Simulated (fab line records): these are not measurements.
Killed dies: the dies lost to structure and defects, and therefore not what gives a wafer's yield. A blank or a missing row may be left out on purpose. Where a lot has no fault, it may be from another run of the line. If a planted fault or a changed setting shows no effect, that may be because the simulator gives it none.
Which tool was responsible? ; flow nandHarc ; 14 lots, 42 wafers sampled, at 5 steps of a route of 1302

WHAT EACH GAUGE READ, for each wafer
NHARC_P_BONDPAD_INSPECT_23.
lot;measured;on;rawDefectCount
L881;day 6 17:35;defectInspect-02;666 462 286
L883;day 7 10:29;defectInspect-01;495 614 505
L885;day 8 11:58;defectInspect-02;560 360 495
L886;day 8 17:14;defectInspect-02;230 169 230
L887;day 9 04:53;defectInspect-02;171 400 310
L888;day 9 12:41;defectInspect-02;533 433 322
L889;day 10 02:47;defectInspect-02;234 496 212
L891;day 11 01:32;defectInspect-02;197 378 346
L898;day 13 15:25;defectInspect-01;159 293 180
L899;day 14 03:56;defectInspect-01;294 293 343
L900;day 14 14:56;defectInspect-01;290 292 305
L901;day 14 21:44;defectInspect-01;406 351 318
L903;day 15 19:58;defectInspect-02;333 216 365
L904;day 16 03:17;defectInspect-01;411 413 278

NHARC_A_SOURCE_PLATE_THK_MEAS_09: measures by ellipsometry.
lot;measured;on;thkNm (nm)
L881;day 7 03:14;filmMetro-02;10.3 9.9 10.9
L883;day 7 18:09;filmMetro-02;9.2 9.8 10.1
L885;day 8 22:05;filmMetro-02;10.1 11.5 12.7
L886;day 9 04:10;filmMetro-02;8.0 10.5 10.1
L887;day 9 14:25;filmMetro-02;10.1 9.4 10.0
L888;day 9 22:52;filmMetro-02;12.1 9.0 9.8
L889;day 10 12:56;filmMetro-02;11.2 9.3 10.3
L891;day 11 13:31;filmMetro-01;10.8 10.3 9.6
L898;day 14 01:26;filmMetro-02;9.2 7.8 11.1
L899;day 14 14:59;filmMetro-01;9.2 9.9 8.9
L900;day 15 00:23;filmMetro-01;10.5 9.1 10.8
L901;day 15 07:49;filmMetro-01;9.6 9.3 7.9
L903;day 16 06:00;filmMetro-01;12.3 10.1 11.1
L904;day 16 14:45;filmMetro-01;7.7 8.0 11.9

NHARC_A_ONON_D1_THK_MEAS_11: measures by ellipsometry.
lot;measured;on;thkNm (nm)
L881;day 7 18:02;filmMetro-01;994 992 993
L883;day 8 09:22;filmMetro-02;1013 1013 1011
L885;day 9 13:26;filmMetro-01;1012 1013 1010
L886;day 9 22:51;filmMetro-01;1021 1021 1019
L887;day 10 05:21;filmMetro-01;995 997 995
L888;day 10 13:37;filmMetro-02;1011 1011 1012
L889;day 11 04:16;filmMetro-02;601 602 600
L891;day 12 04:21;filmMetro-02;577 577 577
L898;day 14 13:58;filmMetro-01;1003 1001 1001
L899;day 15 06:16;filmMetro-01;1011 1013 1013
L900;day 15 15:10;filmMetro-02;980 978 979
L901;day 16 00:29;filmMetro-02;1004 1005 1007
L903;day 16 22:17;filmMetro-01;986 987 988
L904;day 17 05:32;filmMetro-01;1006 1008 1005

NHARC_END_SORT_01.
lot;measured;on;killedAtArray;killedAtOther;killedAtPeriphery;killedDies;killedOpen;killedShort
L889;day 27 15:38;prober-02;669 671 675;0 0 0;8 6 2;677 677 677;2 2 5;3 0 4
L891;day 28 18:31;prober-02;672 674 673;2 1 2;3 2 2;677 677 677;2 6 2;4 5 0

WHAT TOOL EACH LOT RAN ON (gives the tool, then ch and the chambers of the sampled wafers, and finally the start)
lot;NHARC_A_ONON_D1_DEP_09
L881;pecvdOnon-02 ch 0, day 7 17:32
L883;pecvdOnon-03 ch 0, day 8 08:52
L885;pecvdOnon-01 ch 0, day 9 12:56
L886;pecvdOnon-02 ch 0, day 9 22:23
L887;pecvdOnon-02 ch 0, day 10 04:50
L888;pecvdOnon-02 ch 0, day 10 13:07
L889;pecvdOnon-02 ch 0, day 11 03:53
L891;pecvdOnon-02 ch 0, day 12 03:50
L898;pecvdOnon-03 ch 0, day 14 13:31
L899;pecvdOnon-01 ch 0, day 15 05:49
L900;pecvdOnon-01 ch 0, day 15 14:38
L901;pecvdOnon-02 ch 0, day 15 23:59
L903;pecvdOnon-01 ch 0, day 16 21:47
L904;pecvdOnon-01 ch 0, day 17 05:01
- NHARC_A_ONON_D1_DEP_09: target thk 1000 nm.

AS READ BY THE TOOLS THEMSELVES (means over the sampled wafers that have a number; for cases with no such wafer, the mark the record gives instead)
NHARC_A_ONON_D1_DEP_09.
lot;tool;susceptorTempC (C)
L881;pecvdOnon-02;399.95
L883;pecvdOnon-03;399.63
L885;pecvdOnon-01;400.37
L886;pecvdOnon-02;399.82
L887;pecvdOnon-02;399.81
L888;pecvdOnon-02;399.96
L889;pecvdOnon-02;400.11
L891;pecvdOnon-02;400.33
L898;pecvdOnon-03;400.40
L899;pecvdOnon-01;400.07
L900;pecvdOnon-01;399.76
L901;pecvdOnon-02;400.22
L903;pecvdOnon-01;399.90
L904;pecvdOnon-01;399.87

THE ANSWER, worked out from the rows above alone
Rule: the lots themselves supply what counts as usual. Put in order of their means at a reading, lots are off if they are a third of the lots or fewer, leave a main group of 4 or more, and stand apart from it by a gap of 3 or more times the standard deviation of the main group's means; of several such gaps the widest counts. If all means in a main group match to the digits the tables above print for the reading, that group is not used. Also off: a lot with no number at a reading for which 4 or more lots have one. Where the step has rows for the other lots, those lots are counted as sound. After the gauges, taken in route order, come the tools' own readings; for these a lot's mean is taken, as printed above. At the first step where some lot is off, the reading lying furthest off is the one used; lots without a number count as furthest.
Off: L889, L891 (NHARC_A_ONON_D1_THK_MEAS_11, thkNm). Mean 1003 nm and standard deviation 12 in the main group.
A tool fits if, at a process step before that reading, it ran every lot that is off, and no sound lot after the first of them. Those tools and the gauges at NHARC_A_ONON_D1_THK_MEAS_11 are tried in the same way. None of those tried fits.

WHAT HAD BEEN PUT IN BY THE SIMULATOR
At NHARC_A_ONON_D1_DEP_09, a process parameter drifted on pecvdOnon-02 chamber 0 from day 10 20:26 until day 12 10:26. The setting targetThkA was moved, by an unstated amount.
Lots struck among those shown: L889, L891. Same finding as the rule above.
